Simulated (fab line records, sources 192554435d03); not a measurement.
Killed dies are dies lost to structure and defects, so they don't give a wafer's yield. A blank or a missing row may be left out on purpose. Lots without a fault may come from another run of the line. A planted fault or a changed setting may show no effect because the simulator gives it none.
fab line records | flow n5_finfet
record lots=11 wafers=33 last_day=17
route steps=1938 shown BEOL_M15@1821 PASS1_DEP@1831 MIM_BOT@1833 MIM_TOP@1838 PASSIVATION@1936
lots that met no fault: from a run of the same line without faults
start_h: hours from the record's first day to the start of the lot's first wafer shown | wait_h: hours since the lot's step before | " the same as in the row above | L1.1+2: a row that stands for several wafers | - no value, or no start given | * or withheld: withheld | < > ~ a bound
route shown NAME@n: a module of which the file shows steps, and the number in the route of the first | usual: mean/standard deviation of fault-free wafers | same: alike in all rows | chamber/n: place in a boat | sites: the reading at each site | _std_site: their standard deviation | _edge_site: outer sites' mean less inner sites' | radius_mm: how far each site lies from the wafer's centre | mask NAME#n: copy n | behind: the tool/chamber that last shaped the wafer | hold: why the lot was held/for how many hours/how that ended | device: the transistor (n, p or np) that didn't switch | end of line: the same wafers' tests at the end of the route | a step without rows: its recipe alone | killed: dies lost to structure and defects at the first sort, not the wafer's yield | map: a wafer's dies, x killed, . not, _ none there
set.NAME: the setting as run; set.NAME@STEP: as run at that earlier step | model.NAME: the simulator's own value behind a step, which no gauge read
steps of the route over a sample of lots; a table a step, a row a wafer
services: from which hour (start_h, from the record's first day; less than 0 if before it) a tool's chamber was out of use, for how many hours, and why
## steps
# step N5_BEOL_M15_SPUTTER_45
# recipe material=Cu target_thk_a=1000 temp_c=-20 bias_v=60 power_w=26000 chamber_pressure_pa=0.13 time_s=16.67
# usual cathode_dc_power_W=26000/4.4 chamber_pressure_pa=0.12999/0.00026 throttle_valve_pct=30.4/0.73
# same time_s=16.67
# columns lot.wafer tool chamber start_h wait_h cathode_dc_power_W chamber_pressure_pa throttle_valve_pct
L422.3 pvd_sputter-02 - 275.52 0.0 25997 0.13002 29.3
L422.5 " - " " 25999 0.13016 30.3
L422.6 " - " " 26003 0.12978 29.7
L423.3 pvd_sputter-01 - 279.95 0.0 25993 0.12995 29.7
L423.4 " - " " 26001 0.13014 29.6
L423.5 " - " " 25998 0.12999 29.4
L426.4 pvd_sputter-02 - 283.93 0.0 26003 0.12993 30.5
L426.5 " - " " 26006 0.12991 29.7
L426.6 " - " " 26003 0.13002 30.2
L425.1 pvd_sputter-01 - 283.97 0.0 26002 0.13015 30.1
L425.3 " - " " 26006 0.13006 29.6
L425.5 " - " " 25995 0.12969 29.4
L427.2 pvd_sputter-01 - 284.29 0.0 26005 0.12949 31.0
L427.3 " - " " 25997 0.1297 30.0
L427.6 " - " " 25999 0.13012 29.6
L428.2 pvd_sputter-01 - 299.47 0.0 26008 0.13035 29.6
L428.3 " - " " 26002 0.12977 30.5
L428.5 " - " " 25998 0.13021 29.6
L433.3 pvd_sputter-01 - 329.36 0.0 25997 0.12962 30.3
L433.4 " - " " 26007 0.12961 29.9
L433.6 " - " " 25997 0.12983 30.5
L434.2 pvd_sputter-03 - 346.37 0.0 25999 0.12982 31.2
L434.4 " - " " 25998 0.13035 31.1
L434.5 " - " " 25999 0.12994 31.1
L439.1 pvd_sputter-01 - 367.38 0.0 26001 0.12999 29.7
L439.2 " - " " 26004 0.12991 30.9
L439.3 " - " " 26001 0.12959 29.8
L443.2 pvd_sputter-03 - 373.94 0.0 26004 0.12957 31.7
L443.3 " - " " 26003 0.12971 30.7
L443.5 " - " " 26000 0.12996 31.1
L442.1 pvd_sputter-02 - 385.08 0.0 25999 0.1302 30.6
L442.2 " - " " 25995 0.13004 29.4
L442.6 " - " " 25993 0.1303 29.6
# step N5_PASSIVATION_PECVD_00
# recipe material=SiO2 target_thk_a=2000 temp_c=400 precursor=SiH4/N2O pressure_torr=2.7 rf_w=608 time_s=11.2
# usual heater_power_w=739/110 showerhead_plenum_p_Torr=8.15/0.15 throttle_valve_pct=51.4/2.9
# same time_s=11.2
# columns lot.wafer tool chamber start_h wait_h heater_power_w showerhead_plenum_p_Torr since_wet_clean_h throttle_valve_pct
L422.3 pecvd-02 1 277.65 0.5 767 8.08 1888 47.4
L422.5 " 2 " " 801 8.12 - 48.7
L422.6 " 1 " " 785 8.07 - 47.7
L423.3 pecvd-02 0 282.07 0.5 931 8.01 1167 54.1
L423.4 " 1 " " 700 8.06 - 47.4
L423.5 " 2 " " 771 8.15 - 49.0
L426.4 pecvd-04 2 286.08 0.4 758 8.34 - 48.0
L426.5 " 0 " " 586 8.19 - 51.0
L426.6 " 1 " " 801 8.15 - 55.5
L425.1 pecvd-04 1 286.85 0.8 825 8.15 1534 55.4
L425.3 " 2 " " 715 8.32 55 48.0
L425.5 " 2 " " 740 8.33 - 48.1
L427.2 pecvd-01 2 287.00 0.7 712 7.91 237 48.8
L427.3 " 1 " " 681 8.42 1716 54.1
L427.6 " 1 " " 685 8.40 - 54.0
L428.2 pecvd-04 2 302.11 0.7 762 8.32 71 47.9
L428.3 " 1 " " 808 8.17 1550 55.6
L428.5 " 0 " " 589 8.20 - 51.2
L433.3 pecvd-01 2 331.61 0.5 637 7.87 281 49.4
L433.4 " 2 " " 643 7.90 - 49.2
L433.6 " 1 " " 706 8.38 - 54.3
L434.2 pecvd-04 1 348.62 0.7 785 8.16 1596 55.3
L434.4 " 0 " " 552 8.18 - 51.7
L434.5 " 2 " " 781 8.34 - 48.3
L439.1 pecvd-04 1 369.93 0.8 810 8.14 1618 55.2
L439.2 " 2 " " 730 8.33 139 48.4
L439.3 " 0 " " 579 8.20 893 51.5
L443.2 pecvd-04 2 376.06 0.7 796 8.32 145 48.3
L443.3 " 0 " " 649 8.19 899 51.4
L443.5 " 1 " " 801 8.14 - 55.5
L442.1 pecvd-04 1 387.78 0.8 802 8.10 1635 55.7
L442.2 " 0 " " 593 8.19 910 51.8
L442.6 " 2 " " 747 8.34 - 48.9
# step N5_MIM_BOT_SPUTTER_00
# recipe material=TiN target_thk_a=350 temp_c=200 power_w=3000 chamber_pressure_pa=0.49996 gas=Ar reactive_partial_pa=0.37997 time_s=89.7
# usual cathode_dc_power_W=3000.1/0.53 chamber_pressure_pa=0.5000/0.00095 throttle_valve_pct=30.6/0.84
# same time_s=89.7
# columns lot.wafer tool chamber start_h wait_h cathode_dc_power_W chamber_pressure_pa throttle_valve_pct
L422.3 pvd_sputter-01 - 279.13 0.0 3000.4 0.5003 30.6
L422.5 " - " " 3000.5 0.5003 30.5
L422.6 " - " " 2999.8 0.5004 31.2
L423.3 pvd_sputter-02 - 283.26 0.0 3000.0 0.4990 30.6
L423.4 " - " " 3000.3 0.5008 28.9
L423.5 " - " " 3000.6 0.4995 29.2
L426.4 pvd_sputter-03 - 286.48 0.0 2999.5 0.5013 31.0
L426.5 " - " " 2999.7 0.5016 31.9
L426.6 " - " " 2999.6 0.5007 31.1
L425.1 pvd_sputter-03 - 287.82 0.0 2999.7 0.4995 31.2
L425.3 " - " " 2999.9 0.5008 31.9
L425.5 " - " " 3000.0 0.4998 31.8
L427.2 pvd_sputter-02 - 288.42 0.0 3000.4 0.5004 30.8
L427.3 " - " " 2999.5 0.4990 29.6
L427.6 " - " " 3000.4 0.4992 29.4
L428.2 pvd_sputter-03 - 302.85 0.0 3000.5 0.4998 31.2
L428.3 " - " " 3000.1 0.5013 31.3
L428.5 " - " " 3000.1 0.4999 31.8
L433.3 pvd_sputter-02 - 332.49 0.0 2999.7 0.5005 29.6
L433.4 " - " " 2999.9 0.4990 31.1
L433.6 " - " " 3000.5 0.4992 30.9
L434.2 pvd_sputter-03 - 349.83 0.0 2999.4 0.4996 30.5
L434.4 " - " " 2999.5 0.5000 31.2
L434.5 " - " " 3000.1 0.4997 31.9
L439.1 pvd_sputter-02 - 370.48 0.0 2999.8 0.5435 28.5
L439.2 " - " " 3000.2 0.5438 29.8
L439.3 " - " " 3000.6 0.5453 29.3
L443.2 pvd_sputter-03 - 376.82 0.0 3000.6 0.4982 30.5
L443.3 " - " " 3000.0 0.5005 31.3
L443.5 " - " " 3000.4 0.5001 31.1
L442.1 pvd_sputter-02 - 388.92 0.0 3000.0 0.5449 29.3
L442.2 " - " " 2999.7 0.5443 27.9
L442.6 " - " " 3000.2 0.5443 29.2
# step N5_MIM_TOP_SPUTTER_03
# recipe material=TiN target_thk_a=350 temp_c=200 power_w=3000 chamber_pressure_pa=0.49996 gas=Ar reactive_partial_pa=0.37997 time_s=89.7
# usual cathode_dc_power_W=3000.0/0.49 chamber_pressure_pa=0.5000/0.00095 throttle_valve_pct=30.4/0.74
# same time_s=89.7
# columns lot.wafer tool chamber start_h wait_h cathode_dc_power_W chamber_pressure_pa throttle_valve_pct
L422.3 pvd_sputter-01 - 280.07 0.0 2999.1 0.4998 29.8
L422.5 " - " " 3000.5 0.5003 29.6
L422.6 " - " " 3000.2 0.4995 29.8
L423.3 pvd_sputter-01 - 284.41 0.0 3000.5 0.5014 31.0
L423.4 " - " " 3000.9 0.4999 29.8
L423.5 " - " " 2999.6 0.5001 30.6
L426.4 pvd_sputter-03 - 287.94 0.0 3000.0 0.4992 31.3
L426.5 " - " " 3000.1 0.4985 31.7
L426.6 " - " " 2999.4 0.5008 31.2
L425.1 pvd_sputter-02 - 289.14 0.0 2999.6 0.4990 29.9
L425.3 " - " " 2998.8 0.4996 29.1
L425.5 " - " " 3000.4 0.4993 29.2
L427.2 pvd_sputter-03 - 289.98 0.0 2999.2 0.4994 31.0
L427.3 " - " " 2999.2 0.5011 31.9
L427.6 " - " " 3000.0 0.4987 31.1
L428.2 pvd_sputter-03 - 304.03 0.0 3000.0 0.5003 31.8
L428.3 " - " " 3000.8 0.5001 30.6
L428.5 " - " " 2999.8 0.5009 31.7
L433.3 pvd_sputter-01 - 333.72 0.0 3000.1 0.4999 31.1
L433.4 " - " " 2999.2 0.4985 30.3
L433.6 " - " " 2999.7 0.5014 29.9
L434.2 pvd_sputter-02 - 350.48 0.0 3000.3 0.5014 29.6
L434.4 " - " " 3000.1 0.5001 30.8
L434.5 " - " " 2999.8 0.4994 30.4
L439.1 pvd_sputter-01 - 371.47 0.0 3000.2 0.4999 29.7
L439.2 " - " " 3000.1 0.5007 29.5
L439.3 " - " " 2999.2 0.5003 30.4
L443.2 pvd_sputter-02 - 377.72 0.0 3000.4 0.4994 29.2
L443.3 " - " " 3000.4 0.5003 30.9
L443.5 " - " " 2999.9 0.5006 29.9
L442.1 pvd_sputter-01 - 389.52 0.0 3000.1 0.5008 30.6
L442.2 " - " " 2999.8 0.4996 29.7
L442.6 " - " " 2999.6 0.4996 29.6
# step N5_PASSIVATION_PROBE_49
# usual defect_limited_yield=91.0/1.5 killed_at_M0_to_M3=36/12 killed_at_M4_up=14/5.5 killed_at_contacts=11/4.8 killed_at_front_end=42/12 killed_at_other=3.7/2.7 killed_dies=106/18 killed_on_rim=13/4.5 killed_open=70/13 killed_short=35/8.2 sort_bin_5_function=5.3/1 sort_bin_6_memory=3.3/0.69 sort_bin_8_speed=0.00/0.007 sort_n_pass=1074/18 sort_yield_pct=91.0/1.5
# same gross_dies=1180 killed_at_back_side=0 sort_bin_4_leakage[%]=0
# columns lot.wafer tool chamber start_h wait_h defect_limited_yield[%] killed_at_M0_to_M3 killed_at_M4_up killed_at_contacts killed_at_front_end killed_at_other killed_dies killed_on_rim killed_open killed_short sort_bin_5_function[%] sort_bin_6_memory[%] sort_bin_8_speed[%] sort_n_pass sort_yield_pct[%]
L422.3 prober-02 - 291.54 0.1 91.9 21 24 13 36 2 96 10 59 33 4.8 3.0 0 1084 91.9
L422.5 prober-02 - 291.64 0.2 90.4 38 13 13 49 0 113 16 74 38 5.5 3.6 0 1067 90.4
L422.6 prober-02 - 291.69 0.3 92.7 23 20 11 30 2 86 9 61 24 4.3 2.7 0 1094 92.7
L423.3 prober-01 - 297.13 0.1 88.9 32 15 23 55 6 131 17 81 47 7.0 3.4 0 1049 88.9
L423.4 prober-01 - 297.18 0.2 87.5 23 22 22 75 6 148 19 93 53 7.5 4.4 0 1032 87.5
L423.5 prober-01 - 297.23 0.2 90.8 41 9 15 42 2 109 11 76 31 5.3 3.7 0 1071 90.8
L425.1 prober-02 - 299.90 0.0 89.7 48 5 10 56 3 122 20 83 38 6.2 3.9 0 1058 89.7
L425.3 prober-02 - 300.00 0.1 91.9 49 13 6 27 1 96 4 71 25 4.4 3.6 0 1084 91.9
L425.5 prober-02 - 300.10 0.2 89.2 52 10 6 56 4 128 11 85 43 6.7 3.5 0 1052 89.2
L439.1 prober-02 - 382.26 0.0 90.4 34 21 12 43 3 113 14 75 35 5.3 4.1 0 1067 90.4
L439.2 prober-02 - 382.31 0.1 91.8 18 20 10 46 3 97 12 64 33 4.7 3.1 0 1083 91.8
L439.3 prober-02 - 382.36 0.1 93.5 14 13 12 34 4 77 11 51 26 3.2 2.9 0 1103 93.5
L443.2 prober-01 - 389.16 0.1 93.2 33 8 5 32 2 80 10 53 25 4.2 2.4 0 1100 93.2
L443.3 prober-01 - 389.21 0.1 93.1 33 7 21 21 0 82 10 60 20 4.1 2.5 0 1098 93.1
L443.5 prober-01 - 389.31 0.2 91.4 27 11 18 43 3 102 13 69 31 5.8 2.8 0 1078 91.4
L442.1 prober-01 - 401.25 0.0 91.7 48 13 3 31 3 98 13 63 35 5.8 2.4 0 1082 91.7
L442.2 prober-01 - 401.30 0.1 90.8 31 8 7 61 1 108 15 64 42 4.8 4.1 0 1072 90.8
L442.6 prober-01 - 401.50 0.3 87.5 56 17 8 63 4 148 21 103 44 7.9 4.2 0 1032 87.5
# killed by level:class
L422.3 BEOL_M4:geometric_particle:open=12 MOL_CONTACT_COAG:geometric_particle:open=11 FIN_SAQP:geometric_particle:short=10 BEOL_M0_SAQP:geometric_particle:open=7 FIN_SAQP:geometric_particle:open=6 BEOL_M0_SAQP:geometric_particle:short=6 DUMMY_GATE:geometric_particle:open=5 STI_FIN_REVEAL:geometric_particle:open=3
L422.5 FIN_SAQP:geometric_particle:open=15 BEOL_M1:geometric_particle:open=12 FIN_SAQP:geometric_particle:short=11 MOL_CONTACT_COAG:geometric_particle:open=11 BEOL_M0_SAQP:geometric_particle:short=10 BEOL_M0_SAQP:geometric_particle:open=6 BEOL_M2:geometric_particle:open=5 BEOL_M4:geometric_particle:open=5
L422.6 BEOL_M4:geometric_particle:open=12 MOL_CONTACT_COAG:geometric_particle:open=10 BEOL_M1:geometric_particle:open=7 BEOL_M0_SAQP:geometric_particle:open=6 STI_FIN_REVEAL:geometric_particle:open=5 BEOL_M0_SAQP:geometric_particle:short=5 FIN_SAQP:geometric_particle:open=4 DUMMY_GATE:geometric_particle:open=4
L423.3 MOL_CONTACT_COAG:geometric_particle:open=14 FIN_SAQP:geometric_particle:open=11 MOL_CONTACT_COAG:geometric_particle:short=9 FIN_SAQP:geometric_particle:short=8 DUMMY_GATE:geometric_particle:open=7 BEOL_M3:geometric_particle:open=7 BEOL_M4:geometric_particle:open=6 BEOL_M2:geometric_particle:open=6
L423.4 FIN_SAQP:geometric_particle:open=24 FIN_SAQP:geometric_particle:short=22 MOL_CONTACT_COAG:geometric_particle:open=16 BEOL_M4:geometric_particle:open=12 BEOL_M3:geometric_particle:open=10 MOL_CONTACT_COAG:geometric_particle:short=6 STI_FIN_REVEAL:geometric_particle:open=5 GATE_CUT:geometric_particle:short=4
L423.5 BEOL_M2:geometric_particle:open=16 FIN_SAQP:geometric_particle:open=12 MOL_CONTACT_COAG:geometric_particle:open=12 FIN_SAQP:geometric_particle:short=9 BEOL_M0_SAQP:geometric_particle:open=7 STI_FIN_REVEAL:geometric_particle:open=5 BEOL_M3:geometric_particle:open=5 DUMMY_GATE:geometric_particle:open=4
L425.1 STI_FIN_REVEAL:geometric_particle:open=21 BEOL_M3:geometric_particle:open=12 FIN_SAQP:geometric_particle:open=9 MOL_CONTACT_COAG:geometric_particle:open=8 BEOL_M0_SAQP:geometric_particle:open=8 BEOL_M0_SAQP:geometric_particle:short=6 GATE_CUT:geometric_particle:short=6 BEOL_M1:geometric_particle:open=5
L425.3 BEOL_M1:geometric_particle:open=11 BEOL_M0:geometric_particle:open=11 BEOL_M0_SAQP:geometric_particle:open=8 BEOL_M3:geometric_particle:open=8 GATE_CUT:geometric_particle:short=6 STI_FIN_REVEAL:geometric_particle:open=6 BEOL_M4:geometric_particle:open=6 FIN_SAQP:geometric_particle:open=5
L425.5 FIN_SAQP:geometric_particle:open=16 BEOL_M0_SAQP:geometric_particle:open=16 BEOL_M0_SAQP:geometric_particle:short=13 STI_FIN_REVEAL:geometric_particle:open=9 FIN_SAQP:geometric_particle:short=8 BEOL_M1:geometric_particle:open=7 BEOL_M3:geometric_particle:open=7 GATE_CUT:geometric_particle:short=5
L439.1 FIN_SAQP:geometric_particle:open=14 BEOL_M3:geometric_particle:open=12 FIN_SAQP:geometric_particle:short=11 BEOL_M4:geometric_particle:open=9 MOL_CONTACT_COAG:geometric_particle:open=8 BEOL_M0_SAQP:geometric_particle:open=6 BEOL_M0_SAQP:geometric_particle:short=6 STARTING-WAFER:geometric_particle:short=6
L439.2 FIN_SAQP:geometric_particle:open=13 DUMMY_GATE:geometric_particle:open=9 MOL_CONTACT_COAG:geometric_particle:open=9 BEOL_M4:geometric_particle:open=7 FIN_SAQP:geometric_particle:short=6 STI_FIN_REVEAL:geometric_particle:open=6 BEOL_M0_SAQP:geometric_particle:short=5 GATE_CUT:geometric_particle:short=4
L439.3 MOL_CONTACT_COAG:geometric_particle:open=12 BEOL_M4:geometric_particle:open=8 FIN_SAQP:geometric_particle:open=7 GATE_CUT:geometric_particle:short=5 FIN_SAQP:geometric_particle:short=4 DUMMY_GATE:geometric_particle:open=4 BEOL_M0_SAQP:geometric_particle:short=4 BEOL_M2:geometric_particle:open=4
L443.2 BEOL_M0_SAQP:geometric_particle:open=8 STI_FIN_REVEAL:geometric_particle:open=7 DUMMY_GATE:geometric_particle:open=6 BEOL_M2:geometric_particle:open=6 BEOL_M0_SAQP:geometric_particle:short=5 BEOL_M1:geometric_particle:open=5 FIN_SAQP:geometric_particle:open=3 MOL_CONTACT_COAG:geometric_particle:open=3
L443.3 MOL_CONTACT_COAG:geometric_particle:open=20 BEOL_M2:geometric_particle:open=9 STI_FIN_REVEAL:geometric_particle:open=8 BEOL_M0_SAQP:geometric_particle:open=6 BEOL_M0_SAQP:geometric_particle:short=5 BEOL_M3:geometric_particle:open=5 BEOL_M1:geometric_particle:short=4 STI_FIN_REVEAL:geometric_particle:short=2
L443.5 STI_FIN_REVEAL:geometric_particle:open=15 MOL_CONTACT_COAG:geometric_particle:open=14 FIN_SAQP:geometric_particle:open=8 BEOL_M0_SAQP:geometric_particle:short=8 BEOL_M0_SAQP:geometric_particle:open=6 STI_FIN_REVEAL:geometric_particle:short=4 MOL_CONTACT_COAG:geometric_particle:short=4 BEOL_M0:geometric_particle:short=4
L442.1 BEOL_M0_SAQP:geometric_particle:short=14 FIN_SAQP:geometric_particle:open=10 STI_FIN_REVEAL:geometric_particle:open=7 BEOL_M1:geometric_particle:open=7 BEOL_M4:geometric_particle:open=6 BEOL_M3:geometric_particle:open=6 FIN_SAQP:geometric_particle:short=5 BEOL_M0_SAQP:geometric_particle:open=5
L442.2 FIN_SAQP:geometric_particle:open=16 FIN_SAQP:geometric_particle:short=14 STI_FIN_REVEAL:geometric_particle:open=11 BEOL_M0_SAQP:geometric_particle:short=9 BEOL_M0_SAQP:geometric_particle:open=6 BEOL_M4:geometric_particle:open=5 BEOL_M0:geometric_particle:open=4 MOL_CONTACT_COAG:geometric_particle:open=4
L442.6 FIN_SAQP:geometric_particle:open=18 STI_FIN_REVEAL:geometric_particle:open=14 BEOL_M2:geometric_particle:open=14 BEOL_M0_SAQP:geometric_particle:open=10 BEOL_M4:geometric_particle:open=10 FIN_SAQP:geometric_particle:short=8 BEOL_M0_SAQP:geometric_particle:short=7 DUMMY_GATE:geometric_particle:open=6
## services
# columns tool chamber start_h hours kind
pecvd-02 2 255.39 13.3 repair
pecvd-01 0 275.00 5.5 scheduled_down
pecvd-02 - 284.87 1.5 repair
pecvd-04 0 290.32 5.5 scheduled_down
pecvd-04 0 306.89 23.2 repair
pecvd-04 - 319.62 0.5 repair
pecvd-01 1 354.69 2.1 scheduled_down
pecvd-01 1 363.56 5.5 scheduled_down
pecvd-02 - 378.01 2.8 pm
pecvd-04 0 383.74 2.1 scheduled_down
## key
first_sign step=N5_MIM_BOT_SPUTTER_00 reading=chamber_pressure_pa direction=up sigmas=47 usual=0.5000 struck=0.5443
effect step=N5_MIM_BOT_SPUTTER_00 reading=throttle_valve_pct direction=down sigmas=1.9 usual=* struck=*
met_at N5_MIM_BOT_SPUTTER_00
struck_lots L439,L442
not_acting_at N5_BEOL_M15_SPUTTER_45,N5_PASSIVATION_PECVD_00,N5_MIM_TOP_SPUTTER_03
onset_between 332.49 370.48
fault kind=process_parameter_drift tool=pvd_sputter-02 chamber=- onset_h=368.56 steps=N5_MIM_BOT_SPUTTER_00 channel=chamber_pressure_pa offset=0.043805 shape=step end_h=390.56 acts_in=these_recipes_only stated=0.49996
